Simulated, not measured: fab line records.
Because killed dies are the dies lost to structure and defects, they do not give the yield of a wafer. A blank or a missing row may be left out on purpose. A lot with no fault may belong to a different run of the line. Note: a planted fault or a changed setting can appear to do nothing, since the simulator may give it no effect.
Which tool was responsible? | flow n5-finfet | route of 1938 steps, sampled at 1 step: 10 lots, 30 wafers

## WHAT THE GAUGES SHOWED, per wafer
N5_BEOL_M4_RC_MEAS_101.
lot  | measured     | on        | DIBL_N (mV/V)  | DIBL_P (mV/V)  | IOFF_N (nA/um) | IOFF_P (nA/um) | ION_N (uA/um) | ION_P (uA/um) | SS_N (mV/dec)  | SS_P (mV/dec)  | VT_N (mV)   | VT_P (mV)
L655 | day 8 04:22  | prober-02 | 35.3 34.0 35.9 | 37.7 35.3 37.8 | 0.15 0.13 0.16 | 0.21 0.18 0.22 | 681 657 688   | 472 456 467   | 70.8 70.9 70.8 | 73.5 73.1 73.5 | 250 253 251 | -250 -252 -249
L658 | day 9 03:10  | prober-01 | 36.8 36.2 34.8 | 36.1 35.4 34.8 | 0.18 0.15 0.15 | 0.25 0.24 0.23 | 681 673 678   | 471 474 472   | 72.3 71.4 71.2 | 73.8 74.1 73.0 | 249 250 249 | -244 -245 -247
L660 | day 9 11:10  | prober-02 | 36.7 38.2 37.1 | 36.8 39.8 37.2 | 0.15 0.19 0.15 | 0.18 0.24 0.20 | 670 684 666   | 456 464 458   | 70.9 71.9 70.8 | 73.6 73.7 73.7 | 252 248 251 | -256 -250 -253
L664 | day 10 22:18 | prober-01 | 36.8 37.4 38.1 | 36.0 37.1 37.7 | 0.13 0.16 0.18 | 0.19 0.21 0.24 | 653 679 680   | 450 465 473   | 72.2 71.1 72.2 | 72.7 73.3 73.7 | 256 248 249 | -252 -253 -250
L665 | day 11 02:14 | prober-01 | 36.9 35.8 37.7 | 35.8 34.5 36.8 | 0.16 0.14 0.17 | 0.21 0.19 0.23 | 675 665 680   | 461 453 463   | 72.6 71.9 71.8 | 73.1 73.6 73.5 | 249 251 249 | -250 -252 -247
L668 | day 11 17:22 | prober-01 | 37.3 35.6 34.1 | 37.5 35.1 34.6 | 0.20 0.16 0.15 | 0.28 0.22 0.23 | 706 682 679   | 476 470 469   | 71.2 70.9 70.5 | 74.2 73.6 73.6 | 243 246 250 | -247 -251 -245
L671 | day 12 05:52 | prober-01 | 37.3 36.9 38.6 | 38.5 37.9 39.0 | 0.21 0.20 0.22 | 0.24 0.23 0.24 | 689 689 691   | 464 468 463   | 72.4 71.9 71.9 | 74.3 74.2 74.4 | 245 244 246 | -249 -251 -250
L672 | day 12 20:40 | prober-02 | 36.1 42.1 37.3 | 35.7 43.3 37.6 | 0.13 0.29 0.16 | 0.20 0.37 0.25 | 661 712 677   | 461 481 469   | 70.1 71.9 70.5 | 73.6 74.9 74.3 | 252 239 250 | -250 -239 -246
L673 | day 13 02:40 | prober-01 | 38.3 38.3 37.5 | 40.2 39.0 37.9 | 0.22 0.20 0.18 | 0.28 0.26 0.24 | 679 685 678   | 470 476 464   | 72.5 72.2 72.2 | 74.3 73.0 73.7 | 247 246 248 | -245 -246 -247
L674 | day 13 04:31 | prober-01 | 36.6 37.2 38.2 | 37.1 37.5 39.3 | 0.16 0.16 0.21 | 0.25 0.26 0.30 | 684 673 702   | 476 470 484   | 71.8 71.3 71.5 | 72.6 73.7 73.6 | 248 251 244 | -247 -247 -246

## WHICH TOOL RAN EACH LOT (tool, then ch and the chambers of the sampled wafers, then the start)
No process step before these readings appears in the record.

## WHAT THE TOOLS THEMSELVES READ (means of the sampled wafers that have a number; where no wafer has one, the mark that the record gives instead)
The record holds no such reading with a usual standard deviation.

## THE ANSWER, worked out from the rows above alone
Rule: what is usual is taken from the lots themselves. Put in order of their means at a reading, lots are off if they are a third of the lots or fewer, leave a main group of 4 or more, and stand apart from it by a gap of 3 or more times the standard deviation of the main group's means; of several such gaps the widest counts. A main group whose means are all the same, to the digits that the tables above print for the reading, isn't used. A lot without any number at a reading at which 4 lots or more have one is off too. Any other lot the step has rows for is counted as sound. After the gauges, taken in route order, come the tools' own readings; for these a lot's mean is taken, as printed above. At the first step where some lot is off, the reading lying furthest off is the one used; lots without a number count as furthest.
None of the lots is off at any reading shown; this tells nothing.

## WHAT HAD BEEN PUT IN BY THE SIMULATOR
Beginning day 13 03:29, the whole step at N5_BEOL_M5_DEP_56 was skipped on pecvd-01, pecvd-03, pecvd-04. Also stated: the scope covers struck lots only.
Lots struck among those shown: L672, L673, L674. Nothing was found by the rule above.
